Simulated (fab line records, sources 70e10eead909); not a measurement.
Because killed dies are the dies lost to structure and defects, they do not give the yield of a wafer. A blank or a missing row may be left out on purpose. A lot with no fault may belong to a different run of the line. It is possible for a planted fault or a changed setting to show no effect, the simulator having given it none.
Check of tool commonality    flow nand harc    13 lots, 39 wafers sampled

== WHY THIS WAS OPENED ==
At NHARC_P_GATE_INSPECT_68 the reading raw defect count is flagged on 2 of 13 lots. Wafers without a fault read 187, standard deviation 73.
Rule: a lot is flagged in two cases, either no wafer of it has a number, or all its wafers with numbers fall more than 4 standard deviations from that mean. The rest of the lots are taken to be sound.

lot   measured      on                 raw defect count, wafer by wafer  flag
L272  day 6 06:52   defect inspect-02  226 248 286                       
L273  day 6 14:47   defect inspect-01  160 130 158                       
L275  day 7 10:55   defect inspect-02  174 225 217                       
L277  day 8 06:02   defect inspect-01  213 100 124                       
L276  day 8 06:49   defect inspect-02  572 224 187                       
L279  day 9 19:50   defect inspect-01  225 201 238                       
L280  day 10 05:55  defect inspect-01  1294 1372 1252                    FLAGGED
L284  day 11 01:56  defect inspect-01  1187 1099 1128                    FLAGGED
L290  day 13 16:49  defect inspect-02  119 183 161                       
L291  day 14 00:20  defect inspect-02  411 148 210                       
L292  day 14 11:30  defect inspect-02  145 221 133                       
L293  day 15 06:39  defect inspect-02  375 220 190                       
L294  day 15 12:29  defect inspect-02  85 173 140                        
Average over the flagged lots: 1222; offset from the usual +1035, equal to +14 standard deviations.

== WHICH TOOL EACH LOT WENT THROUGH ==
3 process steps preceding the reading are held in the record, out of 1302 steps in the route. Cell contents, in order: the tool; ch with the chambers the sampled wafers went through; the start.
lot   flag     NHARC_P_GATE_STRIP_108              NHARC_P_GATE_DEGAS_109        NHARC_P_GATE_SPUTTER_78
L272           rie diel-07 ch 0,1, day 5 13:12     pvd sputter-02, day 6 05:55   pvd sputter-02, day 6 06:00
L273           rie diel-04 ch 2,3, day 5 21:17     pvd sputter-03, day 6 13:51   pvd sputter-03, day 6 13:57
L275           rie diel-07 ch 0,2,3, day 6 17:04   pvd sputter-01, day 7 09:47   pvd sputter-01, day 7 09:53
L277           rie diel-04 ch 1,3, day 7 12:14     pvd sputter-02, day 8 05:04   pvd sputter-02, day 8 05:10
L276           rie diel-12 ch 2,3, day 7 12:28     pvd sputter-03, day 8 05:52   pvd sputter-03, day 8 05:58
L279           rie diel-07 ch 1,3, day 9 02:08     pvd sputter-03, day 9 18:52   pvd sputter-03, day 9 18:58
L280  FLAGGED  rie diel-04 ch 0,2,3, day 9 12:33   pvd sputter-03, day 10 04:56  pvd sputter-03, day 10 05:04
L284  FLAGGED  rie diel-04 ch 0,2, day 10 08:25    pvd sputter-03, day 11 00:59  pvd sputter-03, day 11 01:05
L290           rie diel-04 ch 0,2,3, day 12 23:11  pvd sputter-01, day 13 15:52  pvd sputter-01, day 13 15:58
L291           rie diel-04 ch 1,2,3, day 13 06:25  pvd sputter-02, day 13 23:23  pvd sputter-02, day 13 23:29
L292           rie diel-04 ch 0,2, day 13 17:56    pvd sputter-02, day 14 10:32  pvd sputter-02, day 14 10:39
L293           rie diel-12 ch 1,2, day 14 13:04    pvd sputter-01, day 15 05:42  pvd sputter-01, day 15 05:48
L294           rie diel-04 ch 2,3, day 14 16:29    pvd sputter-01, day 15 11:31  pvd sputter-01, day 15 11:38
What is done by these steps:
- NHARC_P_GATE_STRIP_108: strips in O2.
- NHARC_P_GATE_DEGAS_109: time 60 s.
- NHARC_P_GATE_SPUTTER_78: material Ni, target thk 10 nm.
- NHARC_P_GATE_INSPECT_68

== FLAGGED AGAINST TOTAL, ONE TOOL AT A TIME (gauges that did the reading follow at the end) ==
step                     tool               lots run  flagged  share of the flagged lots  sound lots run after its first flagged lot
NHARC_P_GATE_STRIP_108   rie diel-04        8         2        all                        4 (L290,L291,L292,L294)
NHARC_P_GATE_STRIP_108   rie diel-07        3         0        none                       -
NHARC_P_GATE_STRIP_108   rie diel-12        2         0        none                       -
NHARC_P_GATE_DEGAS_109   pvd sputter-01     4         0        none                       -
NHARC_P_GATE_DEGAS_109   pvd sputter-02     4         0        none                       -
NHARC_P_GATE_DEGAS_109   pvd sputter-03     5         2        all                        0
NHARC_P_GATE_SPUTTER_78  pvd sputter-01     4         0        none                       -
NHARC_P_GATE_SPUTTER_78  pvd sputter-02     4         0        none                       -
NHARC_P_GATE_SPUTTER_78  pvd sputter-03     5         2        all                        0
NHARC_P_GATE_INSPECT_68  defect inspect-01  5         2        all                        0
NHARC_P_GATE_INSPECT_68  defect inspect-02  8         0        none                       -

== WHAT THE TABLE ALLOWS ==
4 rows of the table ran every flagged lot: rie diel-04 at NHARC_P_GATE_STRIP_108, pvd sputter-03 at NHARC_P_GATE_DEGAS_109, pvd sputter-03 at NHARC_P_GATE_SPUTTER_78, defect inspect-01 at NHARC_P_GATE_INSPECT_68.
- rie diel-04 at NHARC_P_GATE_STRIP_108: 2 of its 8 lots flagged. Lots that were sound ran on it after the first flagged one (L290, L291, L292, L294); a persistent fault on the entire tool would not allow that.
- pvd sputter-03 at NHARC_P_GATE_DEGAS_109: 2 of its 5 lots flagged. Its last sound lot is L279 (day 9 18:52), its first flagged lot L280 (day 10 04:56): a fault that began between those two fits.
- pvd sputter-03 at NHARC_P_GATE_SPUTTER_78: 2 of its 5 lots flagged. Its last sound lot is L279 (day 9 18:58), its first flagged lot L280 (day 10 05:04): a fault that began between those two fits.
- defect inspect-01 at NHARC_P_GATE_INSPECT_68: 2 of its 5 lots flagged. Its last sound lot is L279 (day 9 19:50), its first flagged lot L280 (day 10 05:55): a fault that began between those two fits.
These 2 tools cannot be told apart by counting lots, since each of them fits a fault that started at some hour. More lots, or a look at what each step does to the wafer, might.

== WHAT WAS PUT IN BY THE SIMULATOR ==
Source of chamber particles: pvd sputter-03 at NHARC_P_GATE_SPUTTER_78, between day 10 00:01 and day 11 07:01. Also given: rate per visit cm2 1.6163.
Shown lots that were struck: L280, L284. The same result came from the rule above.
